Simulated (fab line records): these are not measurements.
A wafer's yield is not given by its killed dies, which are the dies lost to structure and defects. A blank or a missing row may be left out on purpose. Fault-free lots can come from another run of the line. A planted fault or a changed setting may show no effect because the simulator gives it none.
Split-lot trial | flow n5Finfet | 7 lots, 21 wafers read, on a route of 1938 steps

## SPLIT DETAILS
At N5_BEOL_M13_COAT_58 (time 60 s, resist thk 89 nm), the setting spinRpm was moved away from the recipe's 1500 rpm on 4 of the 21 wafers read, by +4.7% to +9.9%. This setting was run at the recipe's value on the other wafers.

## FROM THE SPLIT TO THE READING: what the file shows between them, 4 steps
- N5_BEOL_M13_COAT_04: resist thk 400 nm (also split here: spinRpm)
- N5_BEOL_M13_EBR_06
- N5_BEOL_M13_SOFTBAKE_05: time 60 s
- N5_BEOL_M13_DESCUM_15: chemistry O2, time 7.9 s

## THE READING
etch.depthNm (the simulator's own value, which no gauge read), in nm, at N5_BEOL_M13_ETCH_59 (etches BARC in N2/H2, target depth 89 nm, overetch 26.7 nm, time 67.9 s). The file does not state a usual value for it. Here, 17 wafers ran the recipe; their average is 88.96 nm with a standard deviation of 0.2 nm.

wafer  | tool, chamber at the split | spinRpm as run, rpm | against the recipe | etch.depthNm, nm | against lot-mates on the recipe
L077.1 | lithoTrack-05, 0           | 1500                | recipe             | 89.01            | -
L077.2 | lithoTrack-05, 0           | 1500                | recipe             | 89.12            | -
L077.3 | lithoTrack-05, 0           | 1500                | recipe             | 88.9             | -
L079.3 | lithoTrack-04, 0           | 1584                | +5.6%              | 86.88            | -2.50
L079.4 | lithoTrack-04, 0           | 1500                | recipe             | 89.38            | -
L079.6 | lithoTrack-04, 0           | 1584                | +5.6%              | 86.83            | -2.55
L082.2 | lithoTrack-02, 0           | 1500                | recipe             | 89.02            | -
L082.3 | lithoTrack-02, 0           | 1500                | recipe             | 89.05            | -
L082.4 | lithoTrack-02, 0           | 1500                | recipe             | 89.24            | -
L084.1 | lithoTrack-05, 0           | 1500                | recipe             | 88.61            | -
L084.4 | lithoTrack-05, 0           | 1649                | +9.9%              | 84.56            | -4.22
L084.5 | lithoTrack-05, 0           | 1500                | recipe             | 88.94            | -
L085.1 | lithoTrack-05, 0           | 1571                | +4.7%              | 86.92            | -2.12
L085.4 | lithoTrack-05, 0           | 1500                | recipe             | 88.94            | -
L085.5 | lithoTrack-05, 0           | 1500                | recipe             | 89.14            | -
L087.2 | lithoTrack-04, 0           | 1500                | recipe             | 88.88            | -
L087.3 | lithoTrack-04, 0           | 1500                | recipe             | 88.97            | -
L087.4 | lithoTrack-04, 0           | 1500                | recipe             | 88.56            | -
L097.3 | lithoTrack-05, 0           | 1500                | recipe             | 88.74            | -
L097.5 | lithoTrack-05, 0           | 1500                | recipe             | 88.79            | -
L097.6 | lithoTrack-05, 0           | 1500                | recipe             | 89.01            | -

THE FIT
A straight line over all 21 wafers: etch.depthNm changes by -0.42 nm for each +1% of spinRpm; r = -0.98; the points scatter about the line by 0.21 nm.
The same after taking each lot's own level away (the mean of its wafers on the recipe; 21 wafers): -0.435 nm for each +1%; r = -0.99; scatter 0.12 nm.
The reading moves by 4.3 nm for the largest change in spinRpm, on that fit.
Across the lots, their own levels run from 88.775 to 89.380 nm, a range of 3.0 times the standard deviation given above.
The two slopes agree, so the slope changes little with the lot-to-lot level.
Check: for one of the wafers moved furthest among these (+9.9%), held out of the fit, the line's prediction against its lot-mates is -4.47 nm. Against them it came out at -4.22 nm.

## THE OTHER SPLITS THESE WAFERS WENT THROUGH
Other splits were also applied to these wafers ahead of the reading. Each is held against what the fit with the lots' levels taken away leaves over:
other split on the same wafers | wafers away from the commonest value | r with etch.depthNm (lot level and that fit taken away)
N5_BEOL_M9_DESCUM_16 timeS     | 8                                    | +0.07
N5_BEOL_M10_COAT_63 spinRpm    | 9                                    | -0.10
N5_BEOL_M10_COAT_64 spinRpm    | 7                                    | +0.02
N5_BEOL_M10_ETCH_41 sourceW    | 8                                    | +0.19
N5_BEOL_M13_COAT_04 spinRpm    | 8                                    | -0.24

## THE WHOLE CHAIN: every reading that the file lists as answering this split, in the file's order
step                 | what it does                                                            | reading                                                                         | change (the file's fit)               | r (the file's)
N5_BEOL_M13_COAT_58  | time 60 s, resist thk 89 nm                                             | BARC_of_BEOL_M13_COAT_58.thkNm (the simulator's own value, which no gauge read) | -0.434 nm for each +1% of the setting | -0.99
N5_BEOL_M13_ETCH_59  | etches BARC in N2/H2, target depth 89 nm, overetch 26.7 nm, time 67.9 s | etch.depthNm (the simulator's own value, which no gauge read)                   | -0.434 nm for each +1% of the setting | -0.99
N5_BEOL_M13_STRIP_64 | strips in N2/H2                                                         | stripTimeToEndpointS                                                            | withheld for each +1% of the setting  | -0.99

## FILE'S OWN FIT
etch.depthNm changes by -0.434 nm for each +1% of spinRpm, r = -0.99.
